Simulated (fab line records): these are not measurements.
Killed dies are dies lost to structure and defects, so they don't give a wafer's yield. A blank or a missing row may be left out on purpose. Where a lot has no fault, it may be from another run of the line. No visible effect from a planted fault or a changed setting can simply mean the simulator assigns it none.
Which tool is to blame?	flow nandHarc	72 wafers from 24 lots sampled at 2 of the route's 1159 steps

== WHAT THE GAUGES READ, wafer by wafer ==
NHARC_A_SLIT_OVL_MEAS_10.
lot	measured	on	overlayXNm (nm)	overlayYNm (nm)
L074	day 14 03:46	overlay-02	-1.5 -1.7 -1.0	0.4 -0.3 -0.4
L075	day 14 04:07	overlay-01	0.2 0.2 0.2	1.3 2.0 0.7
L076	day 14 23:03	overlay-01	-0.8 0.0 -0.2	-0.3 0.2 0.2
L077	day 14 23:01	overlay-02	-0.1 -0.8 -0.1	-1.8 -1.8 -1.8
L079	day 14 23:13	overlay-02	-0.5 -0.7 -1.0	0.4 0.0 0.4
L078	day 15 15:40	overlay-01	0.7 0.9 1.2	1.2 0.8 0.9
L080	day 15 12:50	overlay-01	0.5 0.3 0.5	-0.5 -0.6 0.0
L081	day 16 02:02	overlay-01	-1.5 -1.8 -1.9	0.5 0.8 0.5
L082	day 16 18:34	overlay-01	0.7 -0.1 0.4	-0.3 -0.2 -0.5
L083	day 16 18:44	overlay-01	-1.4 -1.0 -1.5	0.0 0.1 0.5
L086	day 17 06:30	overlay-01	0.5 1.1 0.9	-0.9 -0.5 -1.2
L084	day 17 18:17	overlay-02	-0.2 -0.3 0.0	-0.3 -0.6 0.0
L087	day 17 17:53	overlay-01	0.1 0.4 0.3	-0.2 0.0 0.0
L085	day 17 18:51	overlay-02	-0.1 0.4 -0.1	-0.4 0.3 0.3
L092	day 18 11:31	overlay-02	-0.2 -0.4 -0.4	-1.3 -1.2 -1.2
L088	day 18 10:50	overlay-02	0.3 0.5 0.6	-1.6 -1.1 -0.6
L090	day 18 12:47	overlay-01	0.2 1.0 0.9	0.7 0.5 0.7
L089	day 18 12:34	overlay-01	1.2 0.6 0.5	1.1 0.6 1.2
L091	day 18 13:31	overlay-02	-0.6 -0.9 -0.4	-0.1 0.2 -0.1
L093	day 18 19:01	overlay-01	0.0 0.0 0.2	0.2 0.2 0.2
L094	day 19 11:26	overlay-02	0.5 0.8 0.1	1.6 1.0 1.4
L095	day 19 12:02	overlay-02	-0.9 -0.5 -1.2	-1.0 -1.4 -1.5
L096	day 19 22:29	overlay-02	0.7 0.8 0.8	-1.9 -1.4 -1.6
L097	day 19 23:04	overlay-02	-0.4 -0.3 -0.4	0.6 0.3 1.0

== EACH LOT AND THE TOOL THAT RAN IT (in order: tool; ch and the chambers of the sampled wafers; start) ==
lot	NHARC_A_SGD_CUT_ETCH_16
L074	rieDiel-11 ch 1,2,3, day 14 03:46 or earlier
L075	rieDiel-06 ch 0,1,3, day 14 04:07 or earlier
L076	rieDiel-06 ch 0,1, day 14 23:03 or earlier
L077	rieDiel-09 ch 0,1,3, day 14 23:01 or earlier
L079	rieDiel-09 ch 0,1,3, day 14 23:13 or earlier
L078	rieDiel-09 ch 0,1,3, day 15 15:40 or earlier
L080	rieDiel-06 ch 1,2, day 15 12:50 or earlier
L081	rieDiel-09 ch 0,1,3, day 16 02:02 or earlier
L082	rieDiel-09 ch 1,2,3, day 16 18:34 or earlier
L083	rieDiel-06 ch 0,1,3, day 16 18:44 or earlier
L086	rieDiel-06 ch 0,2,3, day 17 06:30 or earlier
L084	rieDiel-09 ch 2,3, day 17 18:17 or earlier
L087	rieDiel-06 ch 0,1,2, day 17 17:53 or earlier
L085	rieDiel-06 ch 0,2,3, day 17 18:51 or earlier
L092	rieDiel-06 ch 0,1,3, day 18 11:31 or earlier
L088	rieDiel-11 ch 0,2,3, day 18 10:50 or earlier
L090	rieDiel-09 ch 0,2, day 18 12:47 or earlier
L089	rieDiel-06 ch 0,3, day 18 12:34 or earlier
L091	rieDiel-11 ch 0,2, day 18 13:31 or earlier
L093	rieDiel-11 ch 1,2,3, day 18 19:01 or earlier
L094	rieDiel-06 ch 1,2,3, day 19 11:26 or earlier
L095	rieDiel-06 ch 0,1,2, day 19 12:02 or earlier
L096	rieDiel-06 ch 1,2,3, day 19 22:29 or earlier
L097	rieDiel-11 ch 1,3, day 19 23:04 or earlier
- NHARC_A_SGD_CUT_ETCH_16: etches the open film in C4F8/O2/Ar, target depth 310.5 nm, time 155.2 s.

== AS READ BY THE TOOLS THEMSELVES (means over the sampled wafers that have a number; for cases with no such wafer, the mark the record gives instead) ==
NHARC_A_SGD_CUT_ETCH_16.
lot	tool	oesProductAu (a.u.)	rfVppV (V)
L074	rieDiel-11	0.958	721
L075	rieDiel-06	0.963	729
L076	rieDiel-06	0.983	727
L077	rieDiel-09	0.983	725
L079	rieDiel-09	0.977	724
L078	rieDiel-09	0.944	725
L080	rieDiel-06	0.982	725
L081	rieDiel-09	0.971	725
L082	rieDiel-09	0.977	721
L083	rieDiel-06	0.979	729
L086	rieDiel-06	0.980	726
L084	rieDiel-09	0.963	717
L087	rieDiel-06	0.975	726
L085	rieDiel-06	0.979	726
L092	rieDiel-06	0.968	728
L088	rieDiel-11	0.978	719
L090	rieDiel-09	0.968	722
L089	rieDiel-06	0.969	728
L091	rieDiel-11	0.969	718
L093	rieDiel-11	0.976	721
L094	rieDiel-06	0.952	727
L095	rieDiel-06	0.953	726
L096	rieDiel-06	0.968	726
L097	rieDiel-11	0.980	722

== THE ANSWER, worked out from the rows above alone ==
Rule: the lots themselves supply what counts as usual. Put in order of their means at a reading, lots are off if they are a third of the lots or fewer, leave a main group of 4 or more, and stand apart from it by a gap of 3 or more times the standard deviation of the main group's means; of several such gaps the widest counts. Not used: any main group whose means are identical at the precision the tables above print for the reading. A lot without any number at a reading at which 4 lots or more have one is off too. The other lots that the step has rows for count as sound. First the gauges in route order, then the tools' own readings, where a lot's mean is used as printed above. At the first step where some lot is off, the reading lying furthest off is the one used; lots without a number count as furthest.
Across all readings shown, no lot is off: no conclusion can be drawn from this.

== WHAT THE SIMULATOR HAD INSERTED ==
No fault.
